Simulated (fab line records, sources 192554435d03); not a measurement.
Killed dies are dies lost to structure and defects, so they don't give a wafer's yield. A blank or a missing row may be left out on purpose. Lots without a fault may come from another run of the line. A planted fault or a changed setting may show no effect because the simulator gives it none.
Split-lot experiment | flow n5_finfet | 7 lots, 21 wafers read, on a route of 1938 steps

THE SPLIT
At N5_PASSIVATION_EXPOSE_07 (exposes mask TV, defocus 0 nm, target cd 3000 nm), the setting dose_mj was moved away from the recipe's 22.75 on 6 of the 21 wafers read, by -2.5% to +5.2%. The other wafers ran this setting at the recipe's value.

FROM THE SPLIT TO THE READING: what the file shows between them, 3 steps
- N5_PASSIVATION_PEB_08
- N5_PASSIVATION_DEVELOP_09: develop time 60 s
- N5_PASSIVATION_HARDBAKE_11: time 120 s

THE READING
cd_nm, in nm, at N5_PASSIVATION_CD_MEAS_10 (target cd 3000 nm). Fault-free wafers of this fab line usually give 2998.7 nm, standard deviation 2.7 nm.

wafer  | tool, chamber at the split | dose_mj as run | against the recipe | cd_nm, nm | against lot-mates on the recipe
L074.4 | krf_scanner-01, 0          | 22.75          | recipe             | 3003.9    | -
L074.5 | krf_scanner-01, 0          | 22.75          | recipe             | 3004.0    | -
L074.6 | krf_scanner-01, 0          | 22.75          | recipe             | 2999.6    | -
L078.3 | krf_scanner-02, 0          | 22.75          | recipe             | 2997.3    | -
L078.4 | krf_scanner-02, 0          | 22.75          | recipe             | 3000.1    | -
L078.6 | krf_scanner-02, 0          | 22.75          | recipe             | 2996.6    | -
L083.3 | krf_scanner-02, 0          | 22.75          | recipe             | 2995.4    | -
L083.4 | krf_scanner-02, 0          | 22.18          | -2.5%              | 2989.7    | -6.2
L083.5 | krf_scanner-02, 0          | 22.75          | recipe             | 2996.5    | -
L085.2 | krf_scanner-01, 0          | 22.75          | recipe             | 2998.2    | -
L085.3 | krf_scanner-01, 0          | 22.75          | recipe             | 3002.2    | -
L085.6 | krf_scanner-01, 0          | 22.75          | recipe             | 2996.6    | -
L088.1 | krf_scanner-02, 0          | 22.75          | recipe             | 3001.5    | -
L088.2 | krf_scanner-02, 0          | 23.39          | +2.8%              | 3007.5    | +6.0
L088.5 | krf_scanner-02, 0          | 23.39          | +2.8%              | 3009.7    | +8.2
L091.1 | krf_scanner-02, 0          | 22.75          | recipe             | 3001.8    | -
L091.3 | krf_scanner-02, 0          | 23.88          | +5.0%              | 3010.6    | +8.8
L091.4 | krf_scanner-02, 0          | 23.88          | +5.0%              | 3013.0    | +11.2
L092.4 | krf_scanner-01, 0          | 22.75          | recipe             | 2997.8    | -
L092.5 | krf_scanner-01, 0          | 22.75          | recipe             | 3002.9    | -
L092.6 | krf_scanner-01, 0          | 23.93          | +5.2%              | 3011.7    | +11.3

THE FIT
A straight line over all 21 wafers: cd_nm changes by +2.67 nm for each +1% of dose_mj; r = +0.90; the points scatter about the line by 2.8 nm.
The same after taking each lot's own level away (the mean of its wafers on the recipe; 21 wafers): +2.18 nm for each +1%; r = +0.93; scatter 1.8 nm.
On that fit, the largest move of dose_mj shifts the reading by 11 nm.
The lots' own levels span 2995.95 to 3002.50 nm, that is 2.4 times the standard deviation above.
So the lot-to-lot level changes the slope: the two fits differ.
Check: with one of the wafers moved furthest among these (+5.2%) left out of the fit, the line predicts +11.2 nm for it against its lot-mates. It came out at +11.3 nm against them.

OTHER SPLITS ON THESE WAFERS
These wafers also went through other splits before the reading. Each is held against what the fit with the lots' levels taken away leaves over:
other split on the same wafers    | wafers away from the commonest value | r with cd_nm (lot level and that fit taken away)
N5_BEOL_M15_TRENCH_ETCH_34 time_s | 8                                    | +0.02

THE FILE'S OWN FIT
cd_nm changes by +2.19 nm for each +1% of dose_mj, r = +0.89.
